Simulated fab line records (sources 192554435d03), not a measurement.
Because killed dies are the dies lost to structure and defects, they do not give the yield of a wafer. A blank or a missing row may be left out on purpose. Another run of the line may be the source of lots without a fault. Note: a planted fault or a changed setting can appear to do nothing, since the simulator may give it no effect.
A struck lot beside a sound one ; flow n5 finfet ; 15 steps out of a route of 1938
Sound: wafers L473.1, L473.3, L473.4. Struck: wafers L480.5, L480.6. (L480.3 of the same lot was not struck and is left out.) The cause comes at the end.
Order at every step that has rows: each side's tool, ch and its chambers, its first start. Under that, the readings that differ: sound wafers ; struck wafers ; difference of the means ; sigmas: that difference in standard deviations of wafers without a fault.
alike: words and numbers the same on both sides, and readings whose means are apart by under 2 such deviations; not compared: readings that were withheld, readings missing a value for some wafer, numbers with overlapping values and no deviation given by the record, and bounds like >300 which may hide the same value.
A row with sigmas, a row that says differs or no value, or rows on one side alone: a step with any of these is where the two part. Numbers that have no deviation but don't overlap get no sigmas and don't part them. Lack of a reading on every wafer of one side parts them only where that side has two or more wafers.

first, 6 steps without rows for these wafers: N5_BEOL_M0_SAQP_COAT_34 (resist thk 30 nm); N5_BEOL_M0_SAQP_EBR_36; N5_BEOL_M0_SAQP_SOFTBAKE_35 (time 60 s); N5_BEOL_M0_SAQP_EXPOSE_37 (exposes mask M0 CUT1, target cd 30 nm); N5_BEOL_M0_SAQP_PEB_38 (peb time 60 s); N5_BEOL_M0_SAQP_DEVELOP_39 (develop time 30 s).
N5_BEOL_M0_SAQP_CD_MEAS_40: target cd 30 nm.
  sound on cd sem-02 ch 0, day 7 12:30; struck on cd sem-03 ch 0, day 9 03:03
  alike: cd nm
N5_BEOL_M0_SAQP_OVL_MEAS_41:
  sound on overlay-02 ch 0, day 7 12:32; struck on overlay-01 ch 0, day 9 03:05
  alike: M0_CUT1_OVL
N5_BEOL_M0_SAQP_INSPECT_42: inspects for defects (brightfield).
  struck on defect inspect-01, day 9 03:08; sound on defect inspect-01, day 7 12:35
  alike: raw defect count
N5_BEOL_M0_SAQP_DESCUM_45: chemistry O2, time 7 s.
  sound on rie diel-04 ch 1,2,3, day 7 12:38; struck on rie diel-01 ch 0,3, day 9 03:44
reading;sound;struck;difference;sigmas
rf hours counter h (h);227 129 183;- -;no value on the struck wafers;
showerhead plenum p Torr (Torr);1.98 2.11 2.07;2.17 2.19;+0.13;+2
  alike: drypump motor current A, oes product au, rf fwd power W, rf vpp V, throttle valve pct
N5_BEOL_M0_SAQP_ETCH_88: etches underlayer in N2/H2, target depth 6.5 nm, time 5.2 s.
  sound on rie diel-04 ch 1,2,3, day 7 12:40; struck on rie diel-01 ch 0,3, day 9 03:46
reading;sound;struck;difference;sigmas
rf hours counter h (h);227 129 183;- -;no value on the struck wafers;
showerhead plenum p Torr (Torr);2.41 2.55 2.53;2.64 2.65;+0.15;+2
  alike: drypump motor current A, etch rf on time s, oes product au, rf fwd power W, rf vpp V, throttle valve pct
N5_BEOL_M0_SAQP_ETCH_73: etches SiARC in CF4, target depth 19.5 nm, time 32.5 s.
  sound on rie diel-04 ch 1,2,3, day 7 12:41; struck on rie diel-01 ch 0,3, day 9 03:47
reading;sound;struck;difference;sigmas
rf hours counter h (h);227 129 183;- -;no value on the struck wafers;
showerhead plenum p Torr (Torr);2.04 2.15 2.13;2.22 2.23;+0.12;+2
  alike: drypump motor current A, etch rf on time s, oes product au, rf fwd power W, rf vpp V, throttle valve pct
N5_BEOL_M0_SAQP_CUT_ETCH_46: etches SOC in N2/H2, target depth 135 nm, overetch 27 nm, time 202.5 s.
  sound on rie diel-04 ch 1,2,3, day 7 12:43; struck on rie diel-01 ch 0,3, day 9 03:49
reading;sound;struck;difference;sigmas
rf hours counter h (h);227 129 183;- -;no value on the struck wafers;
showerhead plenum p Torr (Torr);2.41 2.54 2.53;2.64 2.65;+0.15;+2
model.SiARC_of_BEOL_M0_SAQP_COAT_72.thk nm (nm);5 4.8 5.2;6 5.8;+1;
  alike: drypump motor current A, rf fwd power W, rf vpp V, throttle valve pct
then, 1 step without rows for these wafers: N5_BEOL_M0_SAQP_STRIP_74 (strips in N2/H2).
-- a jump in the record: the struck wafers' starts before and after are 5 days apart (it breaks off in module BEOL_M0_SAQP and resumes in module BEOL_M4, where the first step shown is number 1111 of the route) --
N5_BEOL_M4_RC_MEAS_101:
  sound on prober-02 ch 0, day 10 04:49; struck on prober-02 ch 0, day 14 00:01
  alike: DIBL_N, DIBL_P, IOFF_N, IOFF_P, ION_N, ION_P, SS_N, SS_P, VT_N, VT_P

== WHERE THEY PART ==
Earliest at N5_BEOL_M0_SAQP_DESCUM_45; latest, in this record, at N5_BEOL_M0_SAQP_CUT_ETCH_46. Later steps at which nothing parts them and some readings are alike: N5_BEOL_M4_RC_MEAS_101.

WHY: the cause the simulator had injected
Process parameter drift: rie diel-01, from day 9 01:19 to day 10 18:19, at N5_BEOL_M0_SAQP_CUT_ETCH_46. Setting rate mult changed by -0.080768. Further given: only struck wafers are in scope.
